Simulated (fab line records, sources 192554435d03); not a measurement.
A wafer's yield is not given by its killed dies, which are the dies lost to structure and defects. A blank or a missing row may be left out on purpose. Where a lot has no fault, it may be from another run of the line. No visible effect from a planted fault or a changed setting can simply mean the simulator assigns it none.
Split-lot experiment | flow n5-finfet | 21 wafers read from 7 lots, route of 1938 steps

ABOUT THE SPLIT
At N5_ZERO_LAYER_EXPOSE_08 (exposes mask ZERO, defocus 0 nm, target cd 2000 nm), the setting dose-mj was moved away from the recipe's 16.2 on 10 of the 21 wafers read, by -7.2% to +3.2%. For the rest of the wafers, this setting stayed at what the recipe calls for.

FROM THE SPLIT TO THE READING: what the file shows between them, 3 steps
- N5_ZERO_LAYER_PEB_09
- N5_ZERO_LAYER_DEVELOP_10: develop time 60 s
- N5_ZERO_LAYER_HARDBAKE_23: time 120 s

THE READING
cd-nm at N5_ZERO_LAYER_CD_MEAS_11, given in nm (cd target 2000 nm). Typical for fault-free wafers on this fab line: 2000.8 nm, with standard deviation 2.1 nm.

wafer  | tool, chamber at the split | dose-mj as run | against the recipe | cd-nm, nm | against lot-mates on the recipe
L086.3 | krf-scanner-02, 0          | 16.72          | +3.2%              | 2007.2    | +5.8
L086.4 | krf-scanner-02, 0          | 16.72          | +3.2%              | 2008.5    | +7.1
L086.6 | krf-scanner-02, 0          | 16.2           | recipe             | 2001.4    | -
L087.1 | krf-scanner-02, 0          | 15.37          | -5.1%              | 1989.1    | -9.5
L087.3 | krf-scanner-02, 0          | 15.37          | -5.1%              | 1988.5    | -10.1
L087.6 | krf-scanner-02, 0          | 16.2           | recipe             | 1998.6    | -
L088.3 | krf-scanner-01, 0          | 15.38          | -5.1%              | 1990.4    | -9.3
L088.4 | krf-scanner-01, 0          | 16.2           | recipe             | 1998.0    | -
L088.5 | krf-scanner-01, 0          | 16.2           | recipe             | 2001.5    | -
L090.1 | krf-scanner-01, 0          | 16.2           | recipe             | 2002.7    | -
L090.5 | krf-scanner-01, 0          | 16.2           | recipe             | 2003.7    | -
L090.6 | krf-scanner-01, 0          | 15.83          | -2.3%              | 2001.1    | -2.1
L093.2 | krf-scanner-01, 0          | 15.03          | -7.2%              | 1987.1    | -13.5
L093.4 | krf-scanner-01, 0          | 15.03          | -7.2%              | 1989.4    | -11.2
L093.5 | krf-scanner-01, 0          | 16.2           | recipe             | 2000.6    | -
L096.1 | krf-scanner-01, 0          | 15.37          | -5.1%              | 1986.0    | -14.9
L096.2 | krf-scanner-01, 0          | 15.37          | -5.1%              | 1987.8    | -13.1
L096.6 | krf-scanner-01, 0          | 16.2           | recipe             | 2000.9    | -
L097.4 | krf-scanner-02, 0          | 16.2           | recipe             | 2004.3    | -
L097.5 | krf-scanner-02, 0          | 16.2           | recipe             | 2002.5    | -
L097.6 | krf-scanner-02, 0          | 16.2           | recipe             | 2006.7    | -

THE FIT
A straight line over all 21 wafers: cd-nm changes by +2.21 nm for each +1% of dose-mj; r = +0.94; the points scatter about the line by 2.6 nm.
The same after taking each lot's own level away (the mean of its wafers on the recipe; 21 wafers): +1.98 nm for each +1%; r = +0.96; scatter 1.8 nm.
The reading moves by 14 nm for the largest change in dose-mj, on that fit.
The span of the lots' own levels, 1998.60 to 2004.50 nm, comes to 2.8 times the standard deviation stated above.
In other words, the slope is changed by the lot-to-lot level; the two fits disagree.
Check: for one of the wafers moved furthest among these (-7.2%), held out of the fit, the line's prediction against its lot-mates is -14.5 nm. It came out at -13.5 nm against them.

THE WHOLE CHAIN: every reading that the file lists as answering this split, in the file's order
step                     | what it does             | reading                                                           | change (the file's fit)              | r (the file's)
N5_ZERO_LAYER_CD_MEAS_11 | target cd 2000 nm        | cd-nm                                                             | +1.95 nm for each +1% of the setting | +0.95
N5_ZERO_LAYER_DESCUM_16  | chemistry O2, time 7.9 s | ZERO_LAYER.cd-nm (the simulator's own value, which no gauge read) | +1.9 nm for each +1% of the setting  | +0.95

FILE'S OWN FIT
cd-nm changes by +1.95 nm for each +1% of dose-mj, r = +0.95.
